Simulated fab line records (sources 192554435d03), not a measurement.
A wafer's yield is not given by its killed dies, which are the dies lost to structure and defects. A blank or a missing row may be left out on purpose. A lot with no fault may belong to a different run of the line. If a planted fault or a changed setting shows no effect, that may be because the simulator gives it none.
Matching of chambers / flow n5_finfet / N5_FIN_CUT_ETCH_30 on rie_diel-06: 4 sister chambers
The step etches underlayer in N2/H2, target depth 13 nm, time 10.4 s. 8 wafers are shown with their chamber, then 8 later ones without.

WAFERS PAIRED WITH THEIR CHAMBERS
wafer=L075.2; chamber=0; showerhead_plenum_p_Torr (Torr)=2.51; throttle_valve_pct (%)=17.88
wafer=L080.4; chamber=0; showerhead_plenum_p_Torr (Torr)=2.50; throttle_valve_pct (%)=17.89
wafer=L083.2; chamber=1; showerhead_plenum_p_Torr (Torr)=2.42; throttle_valve_pct (%)=17.59
wafer=L086.4; chamber=1; showerhead_plenum_p_Torr (Torr)=2.42; throttle_valve_pct (%)=17.62
wafer=L087.1; chamber=3; showerhead_plenum_p_Torr (Torr)=2.44; throttle_valve_pct (%)=18.09
wafer=L087.2; chamber=2; showerhead_plenum_p_Torr (Torr)=2.65; throttle_valve_pct (%)=17.96
wafer=L087.5; chamber=2; showerhead_plenum_p_Torr (Torr)=2.65; throttle_valve_pct (%)=17.96
wafer=L089.2; chamber=3; showerhead_plenum_p_Torr (Torr)=2.44; throttle_valve_pct (%)=18.10

WAFERS WITH NO CHAMBER GIVEN
wafer=L089.3; showerhead_plenum_p_Torr (Torr)=2.64; throttle_valve_pct (%)=17.96
wafer=L089.5; showerhead_plenum_p_Torr (Torr)=2.44; throttle_valve_pct (%)=18.08
wafer=L091.2; showerhead_plenum_p_Torr (Torr)=2.41; throttle_valve_pct (%)=17.63
wafer=L091.5; showerhead_plenum_p_Torr (Torr)=2.41; throttle_valve_pct (%)=17.65
wafer=L091.6; showerhead_plenum_p_Torr (Torr)=2.64; throttle_valve_pct (%)=17.99
wafer=L096.2; showerhead_plenum_p_Torr (Torr)=2.43; throttle_valve_pct (%)=18.13
wafer=L096.5; showerhead_plenum_p_Torr (Torr)=2.64; throttle_valve_pct (%)=18.01
wafer=L096.6; showerhead_plenum_p_Torr (Torr)=2.43; throttle_valve_pct (%)=18.12

WHICH CHAMBER EACH WENT THROUGH
wafer=L089.3; from the rows above=2; in truth=2
wafer=L089.5; from the rows above=3; in truth=3
wafer=L091.2; from the rows above=1; in truth=1
wafer=L091.5; from the rows above=1; in truth=1
wafer=L091.6; from the rows above=2; in truth=2
wafer=L096.2; from the rows above=3; in truth=3
wafer=L096.5; from the rows above=2; in truth=2
wafer=L096.6; from the rows above=3; in truth=3
Correct placement for 8 of the 8. Left unplaced by these rows: 0. Number placed wrongly: 0.
How it was worked out, from the rows above alone: a wafer's distance from a chamber is the root of the sum, over the readings, of the square of ((its reading less the chamber's mean) divided by the reading's scatter). If the next closest chamber is less than 2 further off than the closest, the wafer can't be placed; otherwise it belongs to the closest. Each chamber's mean is taken over the wafers shown for it. How the scatter is found: for the shown wafers, subtract from each reading the mean of its chamber, square and add these, divide the total by (wafers less chambers), then take the root.
